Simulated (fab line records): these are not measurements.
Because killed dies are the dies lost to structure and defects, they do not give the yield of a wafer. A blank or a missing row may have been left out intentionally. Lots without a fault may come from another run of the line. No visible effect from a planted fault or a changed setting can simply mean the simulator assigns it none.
Which tool was responsible?	flow nand_harc	Sampling: 12 lots, 36 wafers, 5 of 1302 route steps

WHAT EACH GAUGE READ, for each wafer
NHARC_THIN_TSV_CD_MEAS_33 targets a cd of 5000 nm. Usual: cd_nm at 4999.7 nm, with a standard deviation of 1.9.
lot	measured	on	cd_nm (nm)	flag
L200	day 26 06:22	cd_sem-01	4998.6 4999.9 4997.8	
L201	day 26 07:52	cd_sem-02	5002.5 5001.2 5000.6	
L202	day 27 07:38	cd_sem-03	4997.9 4998.3 5000.6	
L203	day 28 00:08	cd_sem-02	4999.7 5001.5 5000.5	
L205	day 28 06:46	cd_sem-01	4997.9 4998.7 4998.9	
L207	day 29 03:31	cd_sem-03	5001.8 5001.6 5001.2	
L208	day 29 04:41	cd_sem-02	5000.1 5000.5 5001.7	
L213	day 31 05:25	cd_sem-02	4999.6 5000.4 5002.7	
L212	day 31 06:28	cd_sem-01	4999.0 5001.2 5002.2	
L218	day 33 02:52	cd_sem-03	5000.9 5002.3 5000.7	
L217	day 33 04:30	cd_sem-03	5001.8 4999.8 4997.1	
L219	day 34 03:29	cd_sem-01	5001.2 5000.6 4999.4	

NHARC_END_SORT_01. Usual: defect_limited_yield 89.9 %, standard deviation 2.7; killed_at_array 64, standard deviation 18; killed_at_other 0.8, standard deviation 1.1; killed_at_periphery 3.8, standard deviation 2.7; killed_dies 68, standard deviation 18; killed_open 3.3, standard deviation 1.9; killed_short 2.3, standard deviation 1.8.
lot	measured	on	defect_limited_yield (%)	killed_at_array	killed_at_other	killed_at_periphery	killed_dies	killed_open	killed_short	flag
L203	day 28 09:58	prober-02	94.5 95.3 92.6	28 28 42	4 0 1	5 4 7	37 32 50	2 2 5	5 0 4	
L207	day 29 14:11	prober-02	92.3 90.4 92.5	48 58 48	1 1 0	3 6 3	52 65 51	4 5 3	6 2 3	
L213	day 31 15:59	prober-02	88.3	77	0	2	79	3	2	
L212	day 31 15:59	prober-01	89.7 88.3 88.5	67 78 72	1 1 3	2 0 3	70 79 78	5 2 3	0 1 4	

WHAT TOOL EACH LOT RAN ON (gives the tool, then ch and the chambers of the sampled wafers, and finally the start)
lot	NHARC_THIN_TSV_STRIP_45	NHARC_THIN_TSV_STRIP_62	NHARC_THIN_TSV_ANNEAL_58
L200	plasma_asher-02 ch 0,1, day 26 01:29	plasma_asher-01 ch 0,1, day 26 03:10	furnace-04 ch 0, day 26 11:14
L201	plasma_asher-02 ch 0,1, day 26 02:58	plasma_asher-01 ch 0,1, day 26 04:32	furnace-04 ch 0, day 26 11:14
L202	plasma_asher-02 ch 0,1, day 27 02:59	plasma_asher-02 ch 0,1, day 27 04:30	furnace-08 ch 0, day 27 12:14
L203	plasma_asher-01 ch 0,1, day 27 19:19	plasma_asher-02 ch 0,1, day 27 20:50	furnace-08 ch 0, day 28 05:29
L205	plasma_asher-02 ch 0,1, day 28 01:50	plasma_asher-02 ch 0,1, day 28 03:28	furnace-04 ch 0, day 28 10:09
L207	plasma_asher-02 ch 0,1, day 28 22:47	plasma_asher-01 ch 0,1, day 29 00:21	furnace-08 ch 0, day 29 09:38
L208	plasma_asher-02 ch 0,1, day 28 23:57	plasma_asher-01 ch 0,1, day 29 01:30	furnace-08 ch 0, day 29 09:38
L213	plasma_asher-01 ch 0,1, day 31 00:33	plasma_asher-01 ch 0,1, day 31 02:07	furnace-08 ch 0, day 31 11:29
L212	plasma_asher-02 ch 0,1, day 31 01:37	plasma_asher-02 ch 0,1, day 31 03:10	furnace-08 ch 0, day 31 11:29
L218	plasma_asher-02 ch 0,1, day 32 21:55	plasma_asher-01 ch 0,1, day 32 23:26	furnace-02 ch 0, day 33 06:32
L217	plasma_asher-02 ch 0,1, day 32 23:37	plasma_asher-02 ch 1, day 33 01:20	furnace-02 ch 0, day 33 06:32
L219	plasma_asher-02 ch 0,1, day 33 22:38	plasma_asher-01 ch 0,1, day 34 00:10	furnace-02 ch 0, day 34 11:16
- NHARC_THIN_TSV_STRIP_45: strips in O2.
- NHARC_THIN_TSV_STRIP_62: strips in N2/H2, time 20 s.
- NHARC_THIN_TSV_ANNEAL_58: time 1800 s.

WHAT THE TOOLS THEMSELVES READ (means of the sampled wafers that have a number; where no wafer has one, the mark that the record gives instead)
NHARC_THIN_TSV_STRIP_45. Usual: drypump_motor_current_A 5.4 A, standard deviation 0.45; heater_power_w 387 W, standard deviation 38.
lot	tool	drypump_motor_current_A (A)	heater_power_w (W)	flag
L200	plasma_asher-02	5.1	408	
L201	plasma_asher-02	5.1	416	
L202	plasma_asher-02	5.2	389	
L203	plasma_asher-01	6.1	336	
L205	plasma_asher-02	5.2	394	
L207	plasma_asher-02	5.1	408	
L208	plasma_asher-02	5.2	399	
L213	plasma_asher-01	6.0	344	
L212	plasma_asher-02	5.1	415	
L218	plasma_asher-02	5.1	402	
L217	plasma_asher-02	5.1	409	
L219	plasma_asher-02	5.2	403	

NHARC_THIN_TSV_STRIP_62. Usual: drypump_motor_current_A 5.6 A, standard deviation 0.47; heater_power_w 376 W, standard deviation 41.
lot	tool	drypump_motor_current_A (A)	heater_power_w (W)	flag
L200	plasma_asher-01	6.0	365	
L201	plasma_asher-01	6.0	366	
L202	plasma_asher-02	5.1	414	
L203	plasma_asher-02	5.2	391	
L205	plasma_asher-02	5.2	393	
L207	plasma_asher-01	6.0	342	
L208	plasma_asher-01	6.1	344	
L213	plasma_asher-01	6.0	343	
L212	plasma_asher-02	5.2	388	
L218	plasma_asher-01	6.0	368	
L217	plasma_asher-02	4.9	427	
L219	plasma_asher-01	6.1	340	

NHARC_THIN_TSV_ANNEAL_58. Usual: spike_tc_bottom_C 426 C, standard deviation 5.1; spike_tc_centre_C 400.6 C, standard deviation 1.4; spike_tc_lower_C 399.9 C, standard deviation 1.2; spike_tc_top_C 429 C, standard deviation 3.6; spike_tc_upper_C 398.9 C, standard deviation 1.1; tube_center_temp_C_max 401.03, standard deviation 0.19; zone_power_lower_pct 4.3 %, standard deviation 0.41; zone_power_upper_pct 4.41 %, standard deviation 0.12.
lot	tool	spike_tc_bottom_C (C)	spike_tc_centre_C (C)	spike_tc_lower_C (C)	spike_tc_top_C (C)	spike_tc_upper_C (C)	tube_center_temp_C_max	zone_power_lower_pct (%)	zone_power_upper_pct (%)	flag
L200	furnace-04	423	399.0	400.9	423	398.7	400.98	3.8	4.41	
L201	furnace-04	422	399.3	398.7	425	398.1	401.05	3.8	4.41	
L202	furnace-08	433	402.4	398.4	433	398.8	400.91	4.8	4.50	
L203	furnace-08	433	400.8	398.6	433	399.0	401.18	4.7	4.54	
L205	furnace-04	424	398.5	399.7	424	399.3	401.02	3.8	4.34	
L207	furnace-08	432	401.3	399.3	432	398.5	401.04	4.8	4.56	
L208	furnace-08	431	400.2	399.9	432	398.9	401.26	4.7	4.49	
L213	furnace-08	455	424.1	422.8	454	421.9	401.01	5.1	4.93	OFF
L212	furnace-08	454	424.5	422.9	454	422.0	401.06	5.2	4.91	OFF
L218	furnace-02	422	399.7	401.8	428	399.0	400.89	4.3	4.23	
L217	furnace-02	421	399.9	400.7	428	398.8	400.96	4.3	4.26	
L219	furnace-02	422	400.9	401.0	428	399.0	401.03	4.3	4.25	

THE ANSWER, worked out from the rows above alone
Rule: lot off if the mean of its wafers having a number is beyond 3 standard deviations from the usual mean. Also off: a lot with no number at a reading for which 4 or more lots have one. All remaining lots with rows at the step are treated as sound. Order of review: gauges by route order, followed by the tools' own readings, for which a lot's mean as printed above is used. At the first step where some lot is off, the reading lying furthest off is the one used; lots without a number count as furthest.
Off: L213, L212 (NHARC_THIN_TSV_ANNEAL_58, spike_tc_upper_C).
A tool fits if, at that step or a process step before it, it ran every lot that is off, and no sound lot after the first of them. One fits: furnace-08 at NHARC_THIN_TSV_ANNEAL_58. Its last sound lot is L207 (day 29 09:38), its first lot that is off L212 (day 31 11:29): a fault that began between those two fits.
The tool's own readings at NHARC_THIN_TSV_ANNEAL_58 bear it out: on the lots that are off they differ by more than 5 times the standard deviation of the sound lots' means. spike_tc_bottom_C reads 454 C there against 426 C on the sound lots; spike_tc_centre_C reads 424.3 C there against 400.2 C on the sound lots; spike_tc_lower_C reads 422.9 C there against 399.9 C on the sound lots; spike_tc_top_C reads 454 C there against 429 C on the sound lots; spike_tc_upper_C reads 421.9 C there against 398.8 C on the sound lots.

WHAT THE SIMULATOR PUT IN
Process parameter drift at NHARC_THIN_TSV_ANNEAL_58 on furnace-08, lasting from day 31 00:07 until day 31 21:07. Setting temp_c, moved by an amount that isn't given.
Shown lots that were struck: L213, L212. The rule above reached the same finding.
